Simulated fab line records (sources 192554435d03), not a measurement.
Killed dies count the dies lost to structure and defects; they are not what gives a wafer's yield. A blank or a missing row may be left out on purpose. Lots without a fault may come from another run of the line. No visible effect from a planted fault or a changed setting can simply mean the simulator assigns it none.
Struck lot and sound lot, side by side ; flow n5_finfet ; 36 out of 1938 route steps
Sound: wafers L226.1, L226.4, L226.6. Wafers struck: L222.4, L222.5, L222.6. The cause comes at the end.
Each step with rows lists, per side, the tool, then ch with its chambers, then its first start. Under that, the readings that differ: sound wafers ; struck wafers ; difference of the means ; sigmas: that difference in standard deviations of wafers without a fault.
alike: same words and numbers on both sides, and readings whose means sit less than 2 such deviations apart. not compared: any withheld reading, any reading some wafer has no value for, any bound like >300 that may hide the same value, and any number with overlapping values for which the record gives no deviation.
The two part at a step that has a row with sigmas, a row that says differs or no value, or rows on one side only. Non-overlapping numbers with no deviation appear without sigmas and do not part them. A reading missing from all wafers of one side parts the sides only when that side holds two or more wafers.

first, 9 steps without rows for these wafers: N5_BEOL_M4_ANNEAL_95 (time 240 s); N5_BEOL_M4_SPUTTER_96 (material Cu, target thk 4.5 nm, time 8.29 s); N5_BEOL_M4_ECD_50 (material Cu, target thk 300 nm); N5_BEOL_M4_ANNEAL_51 (time 90 s); N5_BEOL_M4_CMP_52 (polishes, stops on SiOC, t overpolish 6.8 s, target thk 40 nm); N5_BEOL_M4_PRE_CLEAN_60 (time 15 s); N5_BEOL_M4_CO_CAP_55 (material Co, precursor CCTBA/H2, target thk 2 nm, time 102.1 s); N5_BEOL_M4_PRE_CLEAN_56 (time 15 s); N5_BEOL_M4_DEP_57 (deposits SiCN from 3MS/NH3, target thk 8 nm, time 14 s).
N5_BEOL_M4_RC_MEAS_101:
  sound on prober-02 ch 0, day 15 01:38; struck on prober-01 ch 0, day 14 02:00
  alike: DIBL_N, DIBL_P, IOFF_N, IOFF_P, ION_N, ION_P, SS_N, SS_P, VT_N, VT_P
then, 24 steps without rows for these wafers: N5_BEOL_M5_ILD_DEP_00 (deposits SiCOH lowk from DEMS/porogen, target thk 140.64 nm, time 25.9 s); N5_BEOL_M5_CURE_79 (cures SiCOH lowk, time 240 s); N5_BEOL_M5_PECVD_70 (deposits SiO2 from TEOS/O2, target thk 16 nm, time 18 s); N5_BEOL_M5_HM_DEP_02 (deposits TiN, target thk 20 nm); N5_BEOL_M5_COAT_59 (time 60 s, resist thk 60 nm); N5_BEOL_M5_COAT_60 (time 60 s, resist thk 12 nm); N5_BEOL_M5_COAT_71 (time 60 s, resist thk 5 nm); N5_BEOL_M5_COAT_05 (resist thk 30 nm); N5_BEOL_M5_EBR_07; N5_BEOL_M5_SOFTBAKE_06 (time 60 s); N5_BEOL_M5_EXPOSE_08 (exposes mask M5, target cd 28 nm); N5_BEOL_M5_PEB_09 (peb time 60 s); N5_BEOL_M5_DEVELOP_10 (develop time 30 s); N5_BEOL_M5_DESCUM_16 (chemistry O2, time 7 s); N5_BEOL_M5_ETCH_72 (etches underlayer in N2/H2, target depth 6.5 nm, time 5.2 s); N5_BEOL_M5_ETCH_61 (etches SiARC in CF4, target depth 15.6 nm, time 26 s); N5_BEOL_M5_ETCH_62 (etches SOC in N2/H2, target depth 75 nm, overetch 15 nm, time 112.5 s); N5_BEOL_M5_STRIP_63 (strips in N2/H2); N5_BEOL_M5_STRIP_73 (strips in N2/H2); N5_BEOL_M5_STRIP_64 (strips in CF4); N5_BEOL_M5_HM_OPEN_17 (chemistry Cl2/BCl3, target TiN, target depth 20 nm, overetch 6 nm); N5_BEOL_M5_STRIP_19 (strips in O2); N5_BEOL_M5_COAT_65 (time 60 s, resist thk 60 nm); N5_BEOL_M5_COAT_66 (time 60 s, resist thk 12 nm).
N5_BEOL_M6_VIA_ETCH_34: etches SiCOH lowk in C4F6/O2, target depth 126.3 nm, time 50.9 s.
  sound on rie_diel-01 ch 1,2,3, day 16 00:26; struck on rie_diel-03 ch 0,1,3, day 14 19:44
  no value came back on the struck wafers for any of 9 readings (C4F6_flow_sccm (sccm), O2_flow_sccm (sccm) and others); on the sound wafers C4F6_flow_sccm (sccm) reads 9.997 9.994 9.956
reading;sound;struck;difference;sigmas
model.SiARC_of_BEOL_M6_COAT_64.thk_nm (nm);0 0 0;6.2 6.6 6.4;+6.4;
model.SOC_of_BEOL_M6_COAT_63.thk_nm (nm);53.8 54 53.6;60 60.2 60;+6;
  not compared: rf_hours_counter_h
-- the record jumps here: 4 days lie between the struck wafers' starts before and after (it left off in module BEOL_M6 and takes up again in module PASSIVATION, whose first step shown is number 1936 of the route) --
N5_PASSIVATION_PROBE_49:
  the record has rows for the struck wafers here (prober-02, day 18 12:17) and none for the sound ones

## WHERE THEY PART
Earliest at N5_BEOL_M6_VIA_ETCH_34; latest, in this record, at N5_PASSIVATION_PROBE_49.

WHY: whatever the simulator had introduced
At N5_BEOL_M6_VIA_ETCH_34, the step was skipped entirely on rie_diel-03 from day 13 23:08 on. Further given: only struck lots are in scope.
